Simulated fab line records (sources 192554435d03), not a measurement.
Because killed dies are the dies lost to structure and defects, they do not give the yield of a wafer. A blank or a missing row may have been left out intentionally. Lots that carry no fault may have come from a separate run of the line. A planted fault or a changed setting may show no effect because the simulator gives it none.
fab line records	flow n5Finfet
[record] lots = 7	wafers = 21	lastDay = 20
route steps=1938 shown WELL_APT@27 PASSIVATION@1936
lots that met no fault: taken from a fault-free run of the same line
startH: start of the lot's first displayed wafer, in hours after the record's first day	waitH: hours since the lot's step before	" same as the row above	L1.1+2: several wafers, shown together as one row	- no value, or no start given	* or withheld: withheld	< > ~ a bound
route shown NAME@n: a module of which the file shows steps, and the number in the route of the first	usual: the fault-free wafers' mean and standard deviation	same: alike in all rows	chamber/n: place in a boat	sites: the reading at each site	_std_site: standard deviation of those values	_edge_site: the outer-site mean with the inner-site mean subtracted	radiusMm: how far each site lies from the wafer's centre	mask NAME#n: copy n	behind: the tool/chamber that last shaped the wafer	hold: reason for holding the lot/hours on hold/outcome of the hold	device: which transistor (n, p or np) failed to switch	end of line: the route-end tests of the same wafers	a step with no rows: only its recipe	killed: count of dies lost to structure and defects at first sort (not the wafer's yield)	map: shows each die of a wafer: x if killed, . if not, _ if none is there
set.NAME: the setting as run; set.NAME@STEP: as run at that earlier step	model.NAME: the simulator's own value behind a step, which no gauge read
a table for each step, a row for each wafer; lots at some steps of the route
services: when a tool's chamber went out of use (startH, in hours from the record's first day, below 0 if earlier), for how many hours, and the reason
[[steps]]
[step N5_WELL_APT_HARDBAKE_12]
[recipe] tempC = 130	timeS = 120
[step N5_WELL_APT_CD_MEAS_08]
[recipe] targetCdNm = 200	landingEnergyEv = 500	detector = seInlens
[usual] cdNm = 199.2/1.6
lot.wafer	tool	chamber	startH	waitH	cdNm
L594.1	cdSem-03	0	19.97	-	197.2
L594.2	"	0	"	"	196.5
L594.5	"	0	"	"	196.7
L602.2	cdSem-02	0	67.57	-	198.2
L602.3	"	0	"	"	200.6
L602.6	"	0	"	"	201.0
L606.4	cdSem-02	0	91.68	-	199.0
L606.5	"	0	"	"	196.7
L606.6	"	0	"	"	198.9
L607.1	cdSem-02	0	97.65	-	200.4
L607.2	"	0	"	"	200.2
L607.6	"	0	"	"	199.1
L608.1	cdSem-02	0	103.84	-	198.4
L608.2	"	0	"	"	202.9
L608.4	"	0	"	"	200.2
L614.2	cdSem-01	0	139.85	-	200.1
L614.3	"	0	"	"	200.6
L614.5	"	0	"	"	198.7
L615.1	cdSem-03	0	145.68	-	200.8
L615.2	"	0	"	"	199.3
L615.6	"	0	"	"	196.8
[step N5_WELL_APT_OVL_MEAS_09]
[recipe] pointsPerWafer = 44
[usual] NWELL_OVL = 5/5.8
[same] pointsPerWafer = 44
lot.wafer	tool	chamber	startH	waitH	NWELL_OVL[nm]
L594.1	overlay-01	0	20.00	0.0	12
L594.2	"	0	"	"	7
L594.5	"	0	"	"	4
L602.2	overlay-01	0	67.60	0.0	4
L602.3	"	0	"	"	4
L602.6	"	0	"	"	3
L606.4	overlay-01	0	91.71	0.0	9
L606.5	"	0	"	"	15
L606.6	"	0	"	"	16
L607.1	overlay-01	0	97.68	0.0	12
L607.2	"	0	"	"	7
L607.6	"	0	"	"	16
L608.1	overlay-02	0	103.88	0.0	-1
L608.2	"	0	"	"	0
L608.4	"	0	"	"	0
L614.2	overlay-01	0	139.88	0.0	-5
L614.3	"	0	"	"	-1
L614.5	"	0	"	"	-2
L615.1	overlay-01	0	145.71	0.0	-6
L615.2	"	0	"	"	-5
L615.6	"	0	"	"	-8
[step N5_WELL_APT_INSPECT_10]
[recipe] mode = adi	inspectInstrument = macro
[usual] rawDefectCount = 2.0/1.5
lot.wafer	tool	chamber	startH	waitH	rawDefectCount
L594.1	defectInspect-02	-	20.02	0.0	3
L594.2	"	-	"	"	1
L594.5	"	-	"	"	0
L602.2	defectInspect-01	-	67.62	0.0	1
L602.3	"	-	"	"	2
L602.6	"	-	"	"	1
L606.4	defectInspect-01	-	91.74	0.0	4
L606.5	"	-	"	"	1
L606.6	"	-	"	"	1
L607.1	defectInspect-01	-	97.70	0.0	1
L607.2	"	-	"	"	1
L607.6	"	-	"	"	0
L608.1	defectInspect-02	-	103.91	0.0	1
L608.2	"	-	"	"	2
L608.4	"	-	"	"	2
L614.2	defectInspect-02	-	139.90	0.0	2
L614.3	"	-	"	"	3
L614.5	"	-	"	"	3
L615.1	defectInspect-01	-	145.74	0.0	2
L615.2	"	-	"	"	3
L615.6	"	-	"	"	2
[step N5_WELL_APT_DESCUM_13]
[recipe] chemistry = O2	timeS = 7.9	sourcePowerW = 50	biasPowerW = 20	pressureMtorr = 20	rfFrequencyHz = 2.712e+07	tempC = 40	o2FlowSccm = 225
[usual] drypumpMotorCurrentA = 5.9/0.58	oesProductAu = 0.80/0.089	rfVppV = 243.2/1.5	showerheadPlenumPTorr = 2.10/0.085	throttleValvePct = 20.34/0.24
lot.wafer	tool	chamber	startH	waitH	drypumpMotorCurrentA	oesProductAu	rfHoursCounterH	rfVppV	showerheadPlenumPTorr	throttleValvePct
L594.1	rieDiel-02	1	20.05	0.0	5.7	0.70	231	243.5	2.08	20.43
L594.2	"	3	"	"	6.8	0.93	5	245.0	2.26	20.57
L594.5	"	3	"	"	6.8	0.94	-	245.4	2.26	20.56
L602.2	rieDiel-03	0	67.99	0.4	5.0	0.74	168	243.6	2.09	20.13
L602.3	"	2	"	"	5.7	0.68	225	241.8	1.99	20.64
L602.6	"	1	"	"	6.3	0.94	-	241.8	2.04	20.56
L606.4	rieDiel-03	0	91.77	0.0	5.0	0.72	178	243.5	2.09	20.12
L606.5	"	2	"	"	5.7	0.67	-	241.7	1.99	20.64
L606.6	"	1	"	"	6.3	0.91	-	243.4	2.04	20.56
L607.1	rieDiel-02	0	97.74	0.0	5.3	0.92	10	245.6	2.22	20.32
L607.2	"	2	"	"	6.5	0.81	118	243.2	2.02	20.42
L607.6	"	1	"	"	5.6	1.02	-	242.5	2.07	20.10
L608.1	rieDiel-05	1	104.00	0.1	5.2	0.74	187	241.5	2.07	20.12
L608.2	"	0	"	"	6.4	0.70	220	241.9	1.98	20.80
L608.4	"	2	"	"	5.8	0.87	46	244.0	2.13	20.03
L614.2	rieDiel-02	2	140.00	0.1	6.5	0.79	133	241.5	2.01	20.43
L614.3	"	0	"	"	5.3	0.88	25	245.6	2.21	20.35
L614.5	"	3	"	"	6.8	0.82	-	242.6	2.24	20.66
L615.1	rieDiel-05	3	145.86	0.1	5.3	0.74	174	244.0	2.09	20.19
L615.2	"	2	"	"	5.8	0.85	59	244.3	2.12	20.07
L615.6	"	2	"	"	5.8	0.87	-	243.3	2.12	20.06
[step N5_WELL_APT_IMPLANT_14]
[recipe] species = P	energyKev = 160	doseCm2 = 1.5e+13	tiltDeg = 0	rotationDeg = 0
[step N5_WELL_APT_IMPLANT_15]
[recipe] species = As	energyKev = 25	doseCm2 = 1.5e+13	tiltDeg = 0	rotationDeg = 0
[step N5_WELL_APT_STRIP_16]
[recipe] chemistry = SPM	timeS = 900	tempC = 130	h2so4H2o2VolRatio = 4	dry = ipaMarangoni
[step N5_WELL_APT_HMDS_18]
[recipe] timeS = 60	tempC = 120
[step N5_WELL_APT_COAT_19]
[recipe] spinRpm = 1357	resistThkNm = 950
[step N5_WELL_APT_EBR_21]
[recipe] solvent = PGMEA	ebrWidthMm = 1.5
[step N5_WELL_APT_SOFTBAKE_20]
[recipe] tempC = 130	timeS = 60
[step N5_WELL_APT_EXPOSE_22]
[recipe] maskId = PWELL	na = 0.8	sourceShape = conventional	sigmaOuter = 0.8	polarization = unpolarized	defocusNm = 0	targetCdNm = 200	doseMj = 23.2
[usual] exposureDoseMJCm2 = 23.185/0.022
lot.wafer	tool	chamber	startH	waitH	mask	exposureDoseMJCm2
L594.1	krfScanner-02	0	21.04	-	PWELL#0	23.166
L594.2	"	0	"	"	PWELL#0	23.174
L594.5	"	0	"	"	PWELL#0	23.208
L602.2	krfScanner-01	0	68.98	-	PWELL#0	23.166
L602.3	"	0	"	"	PWELL#0	23.168
L602.6	"	0	"	"	PWELL#0	23.221
L606.4	krfScanner-01	0	94.35	-	PWELL#0	22.058
L606.5	"	0	"	"	PWELL#0	22.060
L606.6	"	0	"	"	PWELL#0	22.069
L607.1	krfScanner-01	0	98.61	-	PWELL#0	22.290
L607.2	"	0	"	"	PWELL#0	22.279
L607.6	"	0	"	"	PWELL#0	22.295
L608.1	krfScanner-01	0	104.90	-	PWELL#0	22.517
L608.2	"	0	"	"	PWELL#0	22.485
L608.4	"	0	"	"	PWELL#0	22.443
L614.2	krfScanner-02	0	140.99	-	PWELL#0	23.248
L614.3	"	0	"	"	PWELL#0	23.202
L614.5	"	0	"	"	PWELL#0	23.236
L615.1	krfScanner-02	0	146.72	-	PWELL#0	23.166
L615.2	"	0	"	"	PWELL#0	23.194
L615.6	"	0	"	"	PWELL#0	23.199
[step N5_WELL_APT_PEB_23]
[recipe] pebTempC = 130	pebTimeS = 90
[step N5_WELL_APT_DEVELOP_24]
[recipe] developTimeS = 45	rinseLiquid = surfactantRinse	dry = airSpin	devTempC = 21
[step N5_WELL_APT_HARDBAKE_29]
[recipe] tempC = 130	timeS = 120
[step N5_WELL_APT_CD_MEAS_25]
[recipe] targetCdNm = 200	landingEnergyEv = 500	detector = seInlens
[usual] cdNm = 199.5/1.7
lot.wafer	tool	chamber	startH	waitH	cdNm
L594.1	cdSem-02	0	21.21	-	200.3
L594.2	"	0	"	"	199.7
L594.5	"	0	"	"	197.9
L602.2	cdSem-03	0	69.15	-	198.3
L602.3	"	0	"	"	196.3
L602.6	"	0	"	"	196.9
L606.4	cdSem-01	0	94.51	-	191.4
L606.5	"	0	"	"	187.9
L606.6	"	0	"	"	188.5
L607.1	cdSem-02	0	98.79	-	194.5
L607.2	"	0	"	"	192.8
L607.6	"	0	"	"	194.1
L608.1	cdSem-01	0	105.07	-	190.3
L608.2	"	0	"	"	193.9
L608.4	"	0	"	"	194.1
L614.2	cdSem-01	0	141.16	-	198.6
L614.3	"	0	"	"	200.4
L614.5	"	0	"	"	198.9
L615.1	cdSem-03	0	146.89	-	201.9
L615.2	"	0	"	"	201.4
L615.6	"	0	"	"	201.9
[step N5_WELL_APT_OVL_MEAS_26]
[recipe] pointsPerWafer = 44
[usual] PWELL_OVL = 0/5.4
[same] pointsPerWafer = 44
lot.wafer	tool	chamber	startH	waitH	PWELL_OVL[nm]
L594.1	overlay-01	0	21.24	0.0	-7
L594.2	"	0	"	"	0
L594.5	"	0	"	"	3
L602.2	overlay-02	0	69.18	0.0	0
L602.3	"	0	"	"	4
L602.6	"	0	"	"	3
L606.4	overlay-02	0	94.54	0.0	-1
L606.5	"	0	"	"	1
L606.6	"	0	"	"	0
L607.1	overlay-01	0	98.82	0.0	-1
L607.2	"	0	"	"	0
L607.6	"	0	"	"	-9
L608.1	overlay-02	0	105.10	0.0	-12
L608.2	"	0	"	"	-11
L608.4	"	0	"	"	-7
L614.2	overlay-01	0	141.19	0.0	10
L614.3	"	0	"	"	10
L614.5	"	0	"	"	9
L615.1	overlay-01	0	146.92	0.0	1
L615.2	"	0	"	"	4
L615.6	"	0	"	"	-1
[step N5_WELL_APT_INSPECT_27]
[recipe] mode = adi	inspectInstrument = macro
[usual] rawDefectCount = 2.2/1.4
lot.wafer	tool	chamber	startH	waitH	rawDefectCount
L594.1	defectInspect-02	-	21.27	0.0	2
L594.2	"	-	"	"	2
L594.5	"	-	"	"	2
L602.2	defectInspect-02	-	69.20	0.0	2
L602.3	"	-	"	"	7
L602.6	"	-	"	"	0
L606.4	defectInspect-01	-	94.56	0.0	1
L606.5	"	-	"	"	2
L606.6	"	-	"	"	0
L607.1	defectInspect-01	-	98.84	0.0	1
L607.2	"	-	"	"	3
L607.6	"	-	"	"	2
L608.1	defectInspect-01	-	105.13	0.0	1
L608.2	"	-	"	"	2
L608.4	"	-	"	"	2
L614.2	defectInspect-02	-	141.21	0.0	1
L614.3	"	-	"	"	4
L614.5	"	-	"	"	1
L615.1	defectInspect-02	-	146.95	0.0	2
L615.2	"	-	"	"	4
L615.6	"	-	"	"	1
[step N5_WELL_APT_DESCUM_30]
[recipe] chemistry = O2	timeS = 7.9	sourcePowerW = 50	biasPowerW = 20	pressureMtorr = 20	rfFrequencyHz = 2.712e+07	tempC = 40	o2FlowSccm = 225
[usual] drypumpMotorCurrentA = 5.9/0.57	oesProductAu = 0.80/0.092	rfVppV = 242.8/1.5	showerheadPlenumPTorr = 2.08/0.085	throttleValvePct = 20.36/0.23
lot.wafer	tool	chamber	startH	waitH	drypumpMotorCurrentA	oesProductAu	rfHoursCounterH	rfVppV	showerheadPlenumPTorr	throttleValvePct	model.WELL_APT.cdNm
L594.1	rieDiel-03	0	21.30	0.0	5.0	0.73	153	242.5	2.10	20.10	200.4
L594.2	"	3	"	"	6.0	0.69	196	240.0	1.99	20.41	199.8
L594.5	"	3	"	"	5.9	0.70	-	240.8	1.99	20.42	197.7
L602.2	rieDiel-03	2	69.23	0.0	5.7	0.67	225	242.7	1.99	20.63	198.4
L602.3	"	1	"	"	6.3	0.94	11	242.1	2.04	20.54	196.8
L602.6	"	3	"	"	6.0	0.68	-	241.1	1.99	20.44	197.1
L606.4	rieDiel-02	3	94.62	0.1	6.8	0.84	-	246.3	2.25	20.62	191.4
L606.5	"	2	"	"	6.4	0.81	-	241.4	2.02	20.40	188.6
L606.6	"	0	"	"	5.3	0.92	-	244.6	2.22	20.32	188.6
L607.1	rieDiel-02	2	98.87	0.0	6.5	0.81	118	243.9	2.02	20.41	194.6
L607.2	"	1	"	"	5.6	1.01	0	241.4	2.07	20.11	193
L607.6	"	3	"	"	6.8	0.85	-	244.4	2.25	20.63	194.1
L608.1	rieDiel-02	2	105.34	0.2	6.5	0.80	121	241.2	2.02	20.41	189.9
L608.2	"	0	"	"	5.3	0.90	12	244.8	2.22	20.32	193.8
L608.4	"	3	"	"	6.8	0.84	46	245.4	2.25	20.62	194
L614.2	rieDiel-02	3	141.24	0.0	6.8	0.82	60	245.1	2.24	20.65	198.8
L614.3	"	2	"	"	6.5	0.79	134	241.8	2.01	20.44	200.6
L614.5	"	1	"	"	5.6	0.93	-	243.6	2.06	20.11	198.7
L615.1	rieDiel-02	1	146.98	0.0	5.6	0.92	17	240.9	2.06	20.10	201.9
L615.2	"	2	"	"	6.4	0.79	136	242.1	2.01	20.44	201.6
L615.6	"	0	"	"	5.3	0.87	-	244.7	2.21	20.35	201.9
[step N5_WELL_APT_IMPLANT_31]
[recipe] species = B	energyKev = 60	doseCm2 = 1.5e+13	tiltDeg = 0	rotationDeg = 0
[step N5_PASSIVATION_PROBE_49]
[usual] defectLimitedYield = 91.2/1.6	killed_at_M0_to_M3 = 33/11	killed_at_M4_up = 14/5	killedAtContacts = 12/5.8	killedAtFrontEnd = 41/12	killedAtOther = 3.5/2.9	killedDies = 104/19	killedOpen = 68/14	killedShort = 34/8.8	sort_bin_5_function = 5.2/1.1	sort_bin_6_memory = 3.2/0.71	sortNPass = 1076/19	sortYieldPct = 91.2/1.6
[same] grossDies = 1180	killedAtBackSide = 0	sort_bin_4_leakage[%] = 0	sort_bin_8_speed[%] = 0
lot.wafer	tool	chamber	startH	waitH	defectLimitedYield[%]	killed_at_M0_to_M3	killed_at_M4_up	killedAtContacts	killedAtFrontEnd	killedAtOther	killedDies	killedOpen	killedShort	sort_bin_5_function[%]	sort_bin_6_memory[%]	sortNPass	sortYieldPct[%]
L594.1	prober-01	-	342.03	0.0	92.9	32	14	6	26	6	84	58	26	3.8	3.1	1096	92.9
L594.2	prober-01	-	342.08	0.1	94.0	21	13	12	20	5	71	42	29	3.1	2.7	1109	94.0
L594.5	prober-01	-	342.23	0.2	93.6	35	9	8	21	2	75	57	18	4.1	2.3	1105	93.6
L602.2	prober-01	-	411.12	0.1	91.4	30	12	11	48	0	101	70	30	5.0	3.1	1079	91.4
L602.3	prober-01	-	411.17	0.1	90.7	40	15	19	33	3	110	68	35	5.9	2.6	1070	90.7
L602.6	prober-01	-	411.32	0.3	88.8	50	8	19	54	1	132	101	29	6.5	4.4	1048	88.8
L615.1	prober-01	-	484.63	0.0	92.8	30	10	1	44	0	85	50	35	4.8	1.9	1095	92.8
L615.2	prober-01	-	484.68	0.1	91.2	47	19	4	34	0	104	72	28	5.0	3.4	1076	91.2
L615.6	prober-01	-	484.88	0.3	91.9	35	13	9	38	0	95	64	26	4.0	3.5	1085	91.9
// killed by level:class
L594.1 BEOL_M0_SAQP:geometricParticle:open=9 BEOL_M1:geometricParticle:open=7 FIN_SAQP:geometricParticle:short=6 BEOL_M4:geometricParticle:open=6 FIN_SAQP:geometricParticle:open=5 MOL_CONTACT_COAG:geometricParticle:open=5 PAD_METAL:geometricParticle:open=5 BEOL_M2:geometricParticle:open=4
L594.2 MOL_CONTACT_COAG:geometricParticle:open=10 BEOL_M0_SAQP:geometricParticle:short=8 GATE_CUT:geometricParticle:short=5 BEOL_M4:geometricParticle:open=5 BEOL_M1:geometricParticle:short=4 BEOL_M2:geometricParticle:open=4 STI_FIN_REVEAL:geometricParticle:open=3 FIN_SAQP:geometricParticle:short=2
L594.5 BEOL_M0_SAQP:geometricParticle:open=9 BEOL_M2:geometricParticle:open=8 FIN_SAQP:geometricParticle:open=6 BEOL_M3:geometricParticle:open=6 MOL_CONTACT_COAG:geometricParticle:open=5 BEOL_M0_SAQP:geometricParticle:short=5 BEOL_M4:geometricParticle:open=4 GATE_CUT:geometricParticle:open=4
L602.2 BEOL_M2:geometricParticle:open=15 STI_FIN_REVEAL:geometricParticle:open=13 MOL_CONTACT_COAG:geometricParticle:open=10 DUMMY_GATE:geometricParticle:open=7 BEOL_M2:geometricParticle:short=6 STI_FIN_REVEAL:geometricParticle:short=5 BEOL_M4:geometricParticle:open=5 FIN_SAQP:geometricParticle:short=4
L602.3 MOL_CONTACT_COAG:geometricParticle:open=17 BEOL_M2:geometricParticle:open=8 BEOL_M3:geometricParticle:open=7 HKMG_FIN:areaEtch=7 BEOL_M1:geometricParticle:open=6 DUMMY_GATE:geometricParticle:open=5 BEOL_M0_SAQP:geometricParticle:open=5 BEOL_M4:geometricParticle:short=5
L602.6 BEOL_M2:geometricParticle:open=24 STI_FIN_REVEAL:geometricParticle:open=20 MOL_CONTACT_COAG:geometricParticle:open=18 BEOL_M0_SAQP:geometricParticle:open=12 FIN_SAQP:geometricParticle:short=11 BEOL_M0_SAQP:geometricParticle:short=5 FIN_SAQP:geometricParticle:open=4 GATE_CUT:geometricParticle:open=4
L615.1 STI_FIN_REVEAL:geometricParticle:open=8 FIN_SAQP:geometricParticle:open=7 FIN_SAQP:geometricParticle:short=7 BEOL_M0_SAQP:geometricParticle:short=5 BEOL_M2:geometricParticle:open=5 BEOL_M1:geometricParticle:open=4 SPACER0:geometricParticle:open=4 BEOL_M0_SAQP:geometricParticle:open=4
L615.2 BEOL_M0_SAQP:geometricParticle:open=10 BEOL_M1:geometricParticle:open=10 BEOL_M2:geometricParticle:open=8 BEOL_M5:geometricParticle:open=7 BEOL_M0_SAQP:geometricParticle:short=6 FIN_SAQP:geometricParticle:short=5 STI_FIN_REVEAL:geometricParticle:open=5 DUMMY_GATE:geometricParticle:open=5
L615.6 BEOL_M2:geometricParticle:open=14 MOL_CONTACT_COAG:geometricParticle:open=8 STI_FIN_REVEAL:geometricParticle:open=6 SPACER0:geometricParticle:open=5 BEOL_M0_SAQP:geometricParticle:short=5 BEOL_M1:geometricParticle:open=5 BEOL_M4:geometricParticle:open=5 FIN_SAQP:geometricParticle:short=4
[[services]]
tool	chamber	startH	hours	kind
rieDiel-02	1	5.13	11.9	repair
rieDiel-02	0	9.65	47.3	repair
rieDiel-03	2	21.06	2.4	repair
rieDiel-03	0	24.19	6.4	repair
rieDiel-05	0	42.29	10.2	repair
rieDiel-03	1	47.80	6.4	repair
krfScanner-02	-	52.84	1.0	pm
rieDiel-02	3	56.63	1.3	repair
krfScanner-01	-	56.65	1.0	pm
rieDiel-02	0	58.10	-	clean
rieDiel-02	0	58.10	-	consumableReplace:focusRing
rieDiel-02	0	58.10	-	consumableReplace:showerhead
rieDiel-02	0	58.10	22.5	scheduledDown
rieDiel-02	0	58.10	22.5	ventCycle
rieDiel-02	1	80.63	-	clean
rieDiel-02	1	80.63	-	consumableReplace:focusRing
rieDiel-02	1	80.63	17.0	scheduledDown
krfScanner-02	-	88.75	0.8	pm
rieDiel-03	2	92.46	1.3	repair
krfScanner-02	-	100.48	36.0	pm
krfScanner-02	-	136.48	1.3	pm
krfScanner-01	-	137.78	1.3	pm
rieDiel-03	-	145.13	5.1	repair
krfScanner-01	-	145.55	0.8	pm
[[key]]
[firstSign] step = N5_WELL_APT_EXPOSE_22	reading = exposureDoseMJCm2	direction = down	sigmas = 41	usual = 23.185	struck = 22.277
[effect] step = N5_WELL_APT_CD_MEAS_25	reading = cdNm	direction = down	sigmas = 4.5	usual = 199.5	struck = 192.0	through = controlLoop
[modelEffect] step = N5_WELL_APT_DESCUM_30	value = WELL_APT.cdNm	without = 199.5	struck = 192
metAt N5_WELL_APT_EXPOSE_22
struckWafers L606.4,L606.5,L606.6,L607.1,L607.2,L607.6,L608.1,L608.2,L608.4
rowsEnd L606.4,L606.5,L606.6,L607.1,L607.2,L607.6,L608.1,L608.2,L608.4
[loopTrim] step = N5_WELL_APT_EXPOSE_22	setting = dose	lots = L607,L608
onsetBetween 68.98 94.35
[fault] kind = processParameterDrift	tool = krfScanner-01	chamber = -	onsetH = 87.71	steps = N5_WELL_APT_EXPOSE_22	channel = doseMj	offset = -1.111	shape = step	actsIn = theseRecipesOnly	stated = 23.2
// rowsEnd: these wafers met a further fault down the route, and their rows from its step on are left out
// loopTrim: a control loop set the setting to another value than it would have without faults
